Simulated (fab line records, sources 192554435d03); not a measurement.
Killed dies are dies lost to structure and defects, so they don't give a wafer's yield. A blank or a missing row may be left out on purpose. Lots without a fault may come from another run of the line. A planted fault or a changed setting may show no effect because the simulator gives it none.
fab line records | flow n5_finfet
record lots=10 wafers=30 last_day=18
route steps=1938 shown MOL_CONTACT_COAG@562 BEOL_M4@1111
lots that met no fault: from a run of the same line without faults
start_h: hours from the record's first day to the start of the lot's first wafer shown | wait_h: hours since the lot's step before | " the same as in the row above | L1.1+2: a row that stands for several wafers | - no value, or no start given | * or withheld: withheld | < > ~ a bound
route shown NAME@n: a module of which the file shows steps, and the number in the route of the first | usual: mean/standard deviation of fault-free wafers | same: alike in all rows | chamber/n: place in a boat | sites: the reading at each site | _std_site: their standard deviation | _edge_site: outer sites' mean less inner sites' | radius_mm: how far each site lies from the wafer's centre | mask NAME#n: copy n | behind: the tool/chamber that last shaped the wafer | hold: why the lot was held/for how many hours/how that ended | device: the transistor (n, p or np) that didn't switch | end of line: the same wafers' tests at the end of the route | a step without rows: its recipe alone | killed: dies lost to structure and defects at the first sort, not the wafer's yield | map: a wafer's dies, x killed, . not, _ none there
set.NAME: the setting as run; set.NAME@STEP: as run at that earlier step | model.NAME: the simulator's own value behind a step, which no gauge read
steps of the route over a sample of lots; a table a step, a row a wafer
services: from which hour (start_h, from the record's first day; less than 0 if before it) a tool's chamber was out of use, for how many hours, and why
## steps
# step N5_MOL_CONTACT_COAG_ALD_123
# recipe material=SiNx target_thk_a=50 temp_c=400 ald_precursor_family=SiH2I2 ald_co_reactant=N2/H2-plasma pulse_time_s=1 purge_time_s=2 co_reactant_purge_time_s=2 ald_cycles=100 pressure_torr=2
# usual heater_power_w=812/83 precursor_pulse_height_rel=1.000/0.021
# columns lot.wafer tool chamber start_h wait_h heater_power_w precursor_pulse_height_rel
L994.1 ald_sin-01 3 109.12 0.1 920 1.001
L994.2 " 0 " " 775 1.004
L994.5 " 3 " " 895 0.994
L995.2 ald_sin-02 1 113.10 0.0 804 1.031
L995.4 " 3 " " 941 1.010
L995.5 " 0 " " 905 0.987
L999.2 ald_sin-03 0 137.87 0.4 701 1.032
L999.5 " 3 " " 881 1.002
L999.6 " 0 " " 724 0.990
L100.1 ald_sin-03 1 139.76 0.0 676 0.977
L100.2 " 2 " " 781 1.021
L100.3 " 0 " " 718 1.054
L106.1 ald_sin-01 3 173.93 0.0 898 0.998
L106.4 " 2 " " 776 0.994
L106.5 " 3 " " 911 0.981
L110.3 ald_sin-01 2 199.28 1.0 779 0.965
L110.4 " 0 " " 766 1.007
L110.6 " 3 " " 916 0.992
L112.1 ald_sin-01 3 210.80 0.0 920 0.968
L112.4 " 0 " " 780 1.009
L112.6 " 1 " " 719 0.967
L113.1 ald_sin-02 3 217.83 0.0 940 0.981
L113.2 " 0 " " 900 0.998
L113.3 " 1 " " 742 0.983
L114.1 ald_sin-03 2 225.74 0.0 800 1.007
L114.2 " 1 " " 661 0.998
L114.3 " 0 " " 709 1.003
L116.1 ald_sin-02 2 235.32 0.0 813 1.027
L116.3 " 3 " " 948 1.012
L116.6 " 0 " " 861 0.993
# step N5_MOL_CONTACT_COAG_COAT_64
# recipe resist=underlayer temp_c=205 time_s=60 spin_rpm=1500 resist_thk_nm=10
# usual spin_speed_rpm=1499.9/1.1
# columns lot.wafer tool chamber start_h wait_h spin_speed_rpm
L994.1 litho_track-01 0 111.16 - 1498.9
L994.2 " 0 " " 1499.8
L994.5 " 0 " " 1496.5
L995.2 litho_track-05 0 114.92 - 1499.4
L995.4 " 0 " " 1499.9
L995.5 " 0 " " 1499.3
L999.2 litho_track-01 0 139.80 - 1579.4
L999.5 " 0 " " 1581.7
L999.6 " 0 " " 1580.7
L100.1 litho_track-01 0 143.21 - 1580.1
L100.2 " 0 " " 1581.4
L100.3 " 0 " " 1582.4
L106.1 litho_track-05 0 175.77 - 1500.6
L106.4 " 0 " " 1500.2
L106.5 " 0 " " 1499.9
L110.3 litho_track-04 0 201.32 - 1502.4
L110.4 " 0 " " 1499.4
L110.6 " 0 " " 1498.6
L112.1 litho_track-05 0 212.87 - 1498.7
L112.4 " 0 " " 1500.9
L112.6 " 0 " " 1498.9
L113.1 litho_track-04 0 220.08 - 1500.5
L113.2 " 0 " " 1500.1
L113.3 " 0 " " 1501.6
L114.1 litho_track-01 0 227.60 - 1500.2
L114.2 " 0 " " 1500.0
L114.3 " 0 " " 1499.8
L116.1 litho_track-05 0 237.26 - 1498.9
L116.3 " 0 " " 1498.6
L116.6 " 0 " " 1501.5
# step N5_MOL_CONTACT_COAG_INSPECT_42
# recipe mode=adi inspect_instrument=brightfield
# usual raw_defect_count=199/57
# columns lot.wafer tool chamber start_h wait_h raw_defect_count
L994.1 defect_inspect-02 - 111.65 0.1 227
L994.2 " - " " 245
L994.5 " - " " 257
L995.2 defect_inspect-02 - 115.28 0.0 211
L995.4 " - " " 234
L995.5 " - " " 294
L999.2 defect_inspect-01 - 140.29 0.0 155
L999.5 " - " " 143
L999.6 " - " " 206
L100.1 defect_inspect-02 - 143.70 0.1 156
L100.2 " - " " 110
L100.3 " - " " 172
L106.1 defect_inspect-01 - 176.14 0.1 251
L106.4 " - " " 275
L106.5 " - " " 296
L110.3 defect_inspect-02 - 201.68 0.0 221
L110.4 " - " " 237
L110.6 " - " " 211
L112.1 defect_inspect-02 - 213.36 0.1 231
L112.4 " - " " 174
L112.6 " - " " 152
L113.1 defect_inspect-01 - 220.44 0.1 140
L113.2 " - " " 129
L113.3 " - " " 116
L114.1 defect_inspect-01 - 228.09 0.1 193
L114.2 " - " " 168
L114.3 " - " " 120
L116.1 defect_inspect-01 - 237.62 0.1 194
L116.3 " - " " 184
L116.6 " - " " 110
# step N5_MOL_CONTACT_COAG_DESCUM_45
# recipe chemistry=O2 time_s=7 source_power_w=50 bias_power_w=20 pressure_mtorr=20 rf_frequency_hz=2.712e+07 temp_c=40 resist=CAR-EUV o2_flow_sccm=225
# usual drypump_motor_current_A=5.8/0.48 oes_product_au=0.78/0.081 rf_vpp_V=243.6/1.4 showerhead_plenum_p_Torr=2.11/0.083 throttle_valve_pct=20.41/0.22
# columns lot.wafer tool chamber start_h wait_h drypump_motor_current_A oes_product_au rf_hours_counter_h rf_vpp_V showerhead_plenum_p_Torr throttle_valve_pct
L994.1 rie_diel-06 3 111.78 0.1 6.4 0.79 110 243.7 2.10 20.61
L994.2 " 2 " " 5.4 0.76 153 244.2 2.18 20.78
L994.5 " 1 " " 5.0 0.68 - 245.0 2.04 20.51
L995.2 rie_diel-06 2 115.32 0.0 5.4 0.75 154 243.8 2.18 20.78
L995.4 " 3 " " 6.4 0.79 - 244.4 2.10 20.61
L995.5 " 2 " " 5.5 0.75 - 244.2 2.18 20.77
L999.2 rie_diel-02 2 140.37 0.1 6.1 0.80 95 244.2 2.21 20.30
L999.5 " 3 " " 5.9 0.76 - 241.6 2.02 20.22
L999.6 " 0 " " 5.5 0.68 - 241.4 1.97 20.37
L100.1 rie_diel-02 2 143.73 0.0 6.1 0.79 96 245.0 2.21 20.31
L100.2 " 1 " " 6.5 0.71 208 244.3 2.16 20.47
L100.3 " 0 " " 5.5 0.68 241 242.8 1.97 20.40
L106.1 rie_diel-02 1 176.17 0.0 6.5 0.70 222 244.4 2.15 20.51
L106.4 " 3 " " 5.9 0.74 - 242.6 2.01 20.24
L106.5 " 2 " " 6.1 0.77 - 244.9 2.20 20.32
L110.3 rie_diel-02 1 201.72 0.0 6.5 0.70 229 244.8 2.15 20.53
L110.4 " 1 " " 6.5 0.69 - 243.7 2.15 20.53
L110.6 " 0 " " 5.5 0.95 - 245.5 2.23 20.05
L112.1 rie_diel-02 3 213.39 0.0 5.8 0.74 148 241.1 2.01 20.25
L112.4 " 0 " " 5.5 0.94 11 246.5 2.22 20.06
L112.6 " 1 " " 6.5 0.70 - 244.1 2.15 20.52
L113.1 rie_diel-06 2 220.48 0.0 5.4 0.73 188 245.2 2.17 20.83
L113.2 " 3 " " 6.4 0.76 146 243.2 2.09 20.66
L113.3 " 0 " " 5.7 0.89 36 243.3 2.04 20.24
L114.1 rie_diel-01 3 228.12 0.0 6.2 0.76 149 246.0 2.18 20.44
L114.2 " 1 " " 5.6 0.83 72 245.1 2.20 20.16
L114.3 " 0 " " 5.7 0.72 199 240.7 1.98 20.63
L116.1 rie_diel-06 2 237.84 0.2 5.4 0.73 193 244.2 2.16 20.85
L116.3 " 1 " " 5.0 0.88 35 242.5 2.03 20.17
L116.6 " 0 " " 5.7 0.88 - 242.7 2.04 20.24
# step N5_BEOL_M4_RC_MEAS_101
# usual DIBL_N=36.5/1.4 DIBL_P=36.6/1.6 IOFF_N=0.160/0.024 IOFF_P=0.217/0.029 ION_N=674/8.7 ION_P=464/6.5 SS_N=71.6/0.47 SS_P=73.4/0.57 VT_N=250.0/2.5 VT_P=-250/3.1
# columns lot.wafer tool chamber start_h wait_h DIBL_N[mV/V] DIBL_P[mV/V] IOFF_N[nA/um] IOFF_P[nA/um] ION_N[uA/um] ION_P[uA/um] SS_N[mV/dec] SS_P[mV/dec] VT_N[mV] VT_P[mV]
L994.1 prober-02 0 174.07 0.0 34.3 35.8 0.140 0.193 663 465 71.6 72.8 250.5 -251
L994.2 " 0 " " 35.2 36.7 0.143 0.203 666 461 71.8 72.6 251.5 -251
L994.5 " 0 " " 35.5 36.3 0.152 0.208 671 462 71.7 73.3 249.1 -249
L995.2 prober-01 0 185.60 0.2 36.9 37.8 0.177 0.222 669 460 71.7 73.2 248.6 -249
L995.4 " 0 " " 34.8 34.3 0.138 0.175 678 463 70.9 73.1 253.1 -252
L995.5 " 0 " " 37.4 37.7 0.188 0.220 690 466 71.8 74.0 247.8 -250
L999.2 prober-01 0 212.97 0.2 36.2 36.6 0.161 0.244 670 472 71.7 74.0 248.0 -245
L999.5 " 0 " " 35.4 34.5 0.140 0.202 670 462 71.5 72.5 250.6 -246
L999.6 " 0 " " 36.4 37.0 0.168 0.238 679 470 71.6 73.5 248.6 -246
L100.1 prober-01 0 216.01 0.0 38.3 38.1 0.188 0.269 683 473 71.7 74.7 248.0 -245
L100.2 " 0 " " 35.9 33.7 0.130 0.193 663 467 71.6 72.2 253.9 -249
L100.3 " 0 " " 37.5 36.4 0.166 0.238 663 462 72.2 73.8 250.4 -250
L106.1 prober-01 0 257.45 0.0 36.7 37.3 0.152 0.193 677 458 72.3 73.5 249.6 -254
L106.4 " 0 " " 36.7 37.1 0.151 0.202 673 455 71.3 74.2 251.6 -253
L106.5 " 0 " " 37.4 37.0 0.160 0.198 665 454 71.6 73.4 251.6 -254
L110.3 prober-02 0 270.46 0.3 35.3 34.2 0.112 0.167 653 454 71.0 72.3 253.4 -255
L110.4 " 0 " " 36.1 35.6 0.127 0.185 663 462 71.2 73.1 254.9 -252
L110.6 " 0 " " 35.7 35.5 0.127 0.185 666 462 71.4 73.3 253.7 -252
L114.1 prober-01 0 286.38 0.0 35.9 35.8 0.153 0.224 681 465 71.5 73.0 249.2 -249
L114.2 " 0 " " 34.7 34.1 0.133 0.208 670 466 70.7 73.3 252.9 -246
L114.3 " 0 " " 35.5 34.8 0.139 0.221 662 465 71.4 73.3 250.5 -246
L112.1 prober-02 0 288.97 0.0 36.2 36.9 0.150 0.209 667 461 72.2 73.3 252.9 -251
L112.4 " 0 " " 35.5 36.7 0.149 0.202 673 465 71.7 73.1 250.4 -252
L112.6 " 0 " " 36.5 37.8 0.161 0.225 674 464 72.0 73.4 252.8 -250
L113.1 prober-01 0 294.50 0.0 36.0 36.0 0.152 0.212 674 466 71.5 72.5 253.1 -250
L113.2 " 0 " " 35.5 34.9 0.131 0.190 667 456 71.3 72.5 253.4 -251
L113.3 " 0 " " 34.7 33.0 0.125 0.175 667 465 71.0 72.0 252.4 -250
L116.1 prober-02 0 304.14 0.0 37.0 36.3 0.169 0.218 677 459 72.2 72.9 249.2 -251
L116.3 " 0 " " 36.4 36.3 0.166 0.213 682 464 71.4 74.0 247.6 -252
L116.6 " 0 " " 36.7 36.4 0.173 0.222 680 464 72.0 73.8 247.2 -249
## services
# columns tool chamber start_h hours kind
ald_sin-01 - 85.31 14.0 pm
ald_sin-01 0 85.31 14.0 vent_cycle
ald_sin-01 1 85.31 14.0 vent_cycle
ald_sin-01 2 85.31 14.0 vent_cycle
ald_sin-01 3 85.31 14.0 vent_cycle
ald_sin-01 - 99.31 2.8 pm
ald_sin-01 0 99.31 - clean
ald_sin-01 1 99.31 - clean
ald_sin-01 2 99.31 - clean
ald_sin-01 3 99.31 - clean
rie_diel-06 1 112.08 - clean
rie_diel-06 - 152.14 4.3 pm
ald_sin-03 - 153.63 2.8 pm
rie_diel-02 - 161.27 0.4 repair
rie_diel-02 0 168.03 - clean
rie_diel-02 0 168.03 - consumable_replace:focus_ring
rie_diel-02 0 168.03 - consumable_replace:showerhead
rie_diel-02 0 168.03 16.3 scheduled_down
rie_diel-02 0 168.03 16.3 vent_cycle
ald_sin-02 - 178.08 14.0 pm
rie_diel-01 2 185.30 17.7 repair
rie_diel-02 1 195.81 5.5 repair
ald_sin-01 1 197.73 12.1 repair
rie_diel-02 3 198.03 6.0 repair
## key
first_sign step=N5_MOL_CONTACT_COAG_COAT_64 reading=spin_speed_rpm direction=up sigmas=72 usual=* struck=*
effect none on later readings
met_at N5_MOL_CONTACT_COAG_COAT_64
struck_lots L999,L100
not_acting_at N5_MOL_CONTACT_COAG_ALD_123,N5_MOL_CONTACT_COAG_INSPECT_42,N5_MOL_CONTACT_COAG_DESCUM_45
onset_between 111.16 139.80
fault kind=process_parameter_drift tool=litho_track-01 chamber=- onset_h=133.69 steps=N5_MOL_CONTACT_COAG_COAT_64 channel=spin_rpm offset=* shape=step end_h=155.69 acts_in=* stated=*
